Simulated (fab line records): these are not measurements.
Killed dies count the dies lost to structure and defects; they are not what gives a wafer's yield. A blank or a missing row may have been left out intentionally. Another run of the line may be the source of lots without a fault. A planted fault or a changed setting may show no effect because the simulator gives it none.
A lot that was struck, set against a sound lot + flow n5-finfet + 29 out of 1938 route steps
Sound: the wafers L852.2, L852.4, L852.5. Wafers struck: L850.4, L850.5, L850.6. The cause is given at the end.
Each step with rows lists, per side, the tool, then ch with its chambers, then its first start. Under that, the readings that differ: sound wafers + struck wafers + difference of the means + sigmas: that difference in standard deviations of wafers without a fault.
alike: readings with means less than 2 such deviations apart, plus words and numbers identical on both sides. not compared: withheld readings, readings lacking a value on some wafer, bounds such as >300 that could conceal the same value, and numbers that have no deviation in the record and whose values overlap.
Wherever a step has rows on one side only, a row that says differs or no value, or a row with sigmas, the two part there. Non-overlapping numbers with no deviation appear without sigmas and do not part them. A reading missing from all wafers of one side parts the sides only when that side holds two or more wafers.

first, 2 steps without rows for these wafers: N5_BEOL_M7_ETCH_72 (etches underlayer in N2/H2, target depth 6.5 nm, time 5.2 s); N5_BEOL_M7_ETCH_65 (etches SiARC in CF4, target depth 15.6 nm, time 26 s).
N5_BEOL_M7_ETCH_66: etches SOC in N2/H2, target depth 80 nm, overetch 16 nm, time 120 s.
  sound on rie-diel-06 ch 1,2, day 12 14:29; struck on rie-diel-04 ch 0,2,3, day 11 10:51
  alike: drypump-motor-current-A, n2-flow-sccm, oes-product-au, rf-vpp-V, showerhead-plenum-p-Torr, throttle-valve-pct
  not compared: rf-hours-counter-h
then, 7 steps without rows for these wafers: N5_BEOL_M7_STRIP_69 (strips in N2/H2); N5_BEOL_M7_STRIP_73 (strips in N2/H2); N5_BEOL_M7_VIA_ETCH_34 (etches SiCOH lowk in C4F6/O2, target depth 125.5 nm, time 50.5 s); N5_BEOL_M7_STRIP_76 (strips in C4F6/O2); N5_BEOL_M7_STRIP_36 (strips in N2/H2); N5_BEOL_M7_TRENCH_ETCH_37 (etches SiCOH lowk in C4F6/O2, target depth 93.478 nm, time 31.2 s); N5_BEOL_M7_ETCH_41 (etches SiCN in CH3F/O2, target depth 31.9 nm, time 57.8 s).
N5_BEOL_M7_STRIP_80: strips in N2/H2, time 10 s.
  sound: rie-diel-06 ch 1,2; struck: rie-diel-04 ch 0,2,3
  alike: bias-power-w, chamber-pressure-mTorr, drypump-motor-current-A, n2-flow-sccm, oes-product-au, rf-vpp-V, showerhead-plenum-p-Torr, throttle-valve-pct
  not compared: rf-hours-counter-h
N5_BEOL_M7_OCD_MEAS_38:
  sound on ocd-01, day 12 14:50; struck on ocd-01, day 11 11:10
  alike: trench-depth-nm
N5_BEOL_M7_HM_STRIP_39: strips TiN in peroxide tin strip, target depth 25 nm, time 158 s.
  sound on wet-bench-03 ch 1,2,6, day 12 14:52; struck on wet-bench-04 ch 2,6,7, day 11 11:11
  no value came back on the struck wafers for bath-guard-temp-C (C), bath-heat-duty-pct (%); on the sound wafers bath-guard-temp-C (C) reads 49.5 49.6 50.0
| reading                                    | sound | struck         | difference | sigmas |
|--------------------------------------------|-------|----------------|------------|--------|
| model.TiN_of_BEOL_M7_HM_DEP_02.thk-nm (nm) | 0 0 0 | 17.4 17.4 17.2 | +17.3      |        |
then, 1 step without rows for these wafers: N5_BEOL_M7_SRD_40 (time 30 s).
N5_BEOL_M7_PRECLEAN_42: cleans in residue remover, time 60 s.
  sound on wet-bench-03 ch 1,2,6, day 12 14:56; struck on wet-bench-04 ch 2,6,7, day 11 11:15
| reading                                    | sound | struck      | difference | sigmas |
|--------------------------------------------|-------|-------------|------------|--------|
| model.TiN_of_BEOL_M7_HM_DEP_02.thk-nm (nm) | 0 0 0 | 6.4 6.4 6.2 | +6.3       |        |
then, 1 step without rows for these wafers: N5_BEOL_M7_SRD_43 (time 30 s).
N5_BEOL_M7_CD_MEAS_35: the cd target is 40 nm.
  sound on cd-sem-01, day 12 14:59; struck on cd-sem-01, day 11 11:19
  alike: cd-nm
N5_BEOL_M7_CURE_75: cures SiCOH lowk, time 120 s.
  sound on uv-cure-03 ch 0, day 12 15:05; struck on uv-cure-01 ch 0, day 11 11:30
| reading          | sound             | struck            | difference | sigmas |
|------------------|-------------------|-------------------|------------|--------|
| wafer_temp_C_max | 372.7 373.0 374.1 | 371.7 371.6 371.1 | -1.8       | -2     |
  alike: lamp-power-pct
N5_BEOL_M7_DEGAS_44: time 60 s.
  sound on pvd-sputter-02, day 12 15:39; struck on pvd-sputter-02, day 11 11:53
  alike: heater-power-w
N5_BEOL_M7_PRE_CLEAN_45: time 30 s.
  sound on pvd-sputter-02, day 12 15:41; struck on pvd-sputter-02, day 11 11:56
  alike: heater-power-w
then, 6 steps without rows for these wafers: N5_BEOL_M7_ALD_77 (deposits TaN, target thk 2 nm, pulse time 2 s, purge time 3 s); N5_BEOL_M7_SURFACE_TREAT_79; N5_BEOL_M7_CVD_78 (deposits Co from CCTBA/H2, target thk 2 nm, time 142.3 s); N5_BEOL_M7_SPUTTER_48 (material Cu, target thk 10 nm, time 1.667 s); N5_BEOL_M7_ECD_50 (material Cu, target thk 300 nm); N5_BEOL_M7_ANNEAL_51 (time 90 s).
N5_BEOL_M7_CMP_52: polishes, stops on SiCOH lowk, t overpolish 6.9 s, target thk 80 nm.
  sound on cmp-01 ch 0,3, day 12 17:04; struck on cmp-01 ch 0,1, day 11 13:35
| reading                      | sound          | struck         | difference | sigmas |
|------------------------------|----------------|----------------|------------|--------|
| barrier-field-endpoint-s (s) | 30.3 30.4 30.3 | 37.4 37.1 36.6 | +6.7       | +8     |
  alike: head-pressure-psi, motor-current-A
N5_BEOL_M7_THK_MEAS_53: measures by xrf.
  sound on film-metro-01, day 12 17:19; struck on film-metro-01, day 11 13:50
  alike: M7_THK
N5_PASSIVATION_PROBE_49:
  the record has rows for the sound wafers here (prober-02, day 15 19:20) and none for the struck ones

== WHERE THEY PART ==
At N5_BEOL_M7_HM_STRIP_39 first; at N5_PASSIVATION_PROBE_49 last (within this record only).

WHY: what had been put in by the simulator
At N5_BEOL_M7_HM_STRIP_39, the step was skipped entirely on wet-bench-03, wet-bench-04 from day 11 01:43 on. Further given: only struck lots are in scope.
